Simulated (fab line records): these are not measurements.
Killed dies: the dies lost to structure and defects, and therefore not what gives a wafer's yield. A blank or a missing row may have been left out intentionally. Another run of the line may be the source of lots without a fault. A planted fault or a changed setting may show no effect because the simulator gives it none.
Chamber matching + flow nand-harc + 4 sister chambers for NHARC_A_BLC_ALD_23 on ald-metal-02
The step deposits TiN, target thk 3 nm, pulse time 1 s, ald cycles 150. 4 wafers are shown with their chamber, then 11 later ones without.

## WAFERS PAIRED WITH THEIR CHAMBERS
| wafer  | chamber | heater-power-w (W) |
|--------|---------|--------------------|
| L076.2 | 3       | 972                |
| L081.6 | 0       | 1119               |
| L088.3 | 1       | 1174               |
| L089.2 | 2       | 1039               |

## WAFERS WHOSE CHAMBER IS MISSING
| wafer  | heater-power-w (W) |
|--------|--------------------|
| L089.4 | 982                |
| L089.6 | 1016               |
| L091.1 | 1124               |
| L091.2 | 1004               |
| L091.5 | 1047               |
| L093.1 | 1001               |
| L093.3 | 1142               |
| L093.6 | 1005               |
| L095.1 | 1139               |
| L095.3 | 991                |
| L095.6 | 994                |

## EACH ONE'S CHAMBER
| wafer  | from the rows above     | in truth                   |
|--------|-------------------------|----------------------------|
| L089.4 | 3                       | 3                          |
| L089.6 | can't be placed: 2 or 3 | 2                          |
| L091.1 | 0                       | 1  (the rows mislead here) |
| L091.2 | can't be placed: 3 or 2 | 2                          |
| L091.5 | 2                       | 2                          |
| L093.1 | can't be placed: 3 or 2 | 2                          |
| L093.3 | can't be placed: 0 or 1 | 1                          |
| L093.6 | can't be placed: 3 or 2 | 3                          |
| L095.1 | can't be placed: 0 or 1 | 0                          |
| L095.3 | can't be placed: 3 or 2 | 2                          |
| L095.6 | can't be placed: 3 or 2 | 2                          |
Placed correctly: 2 of 11. Cannot be placed on the basis of these rows: 8; the candidates contain the true chamber in 8. Wrongly placed: 1.
How it was worked out, from the rows above alone: a wafer's distance from a chamber is the root of the sum, over the readings, of the square of ((its reading less the chamber's mean) divided by the reading's scatter). If the next closest chamber is less than 2 further off than the closest, the wafer can't be placed; otherwise it belongs to the closest. The mean given for a chamber averages the wafers shown for that chamber. The scatter: with one shown wafer a chamber, the root of the mean of the squares of how far each hidden wafer lies from its nearest shown one.
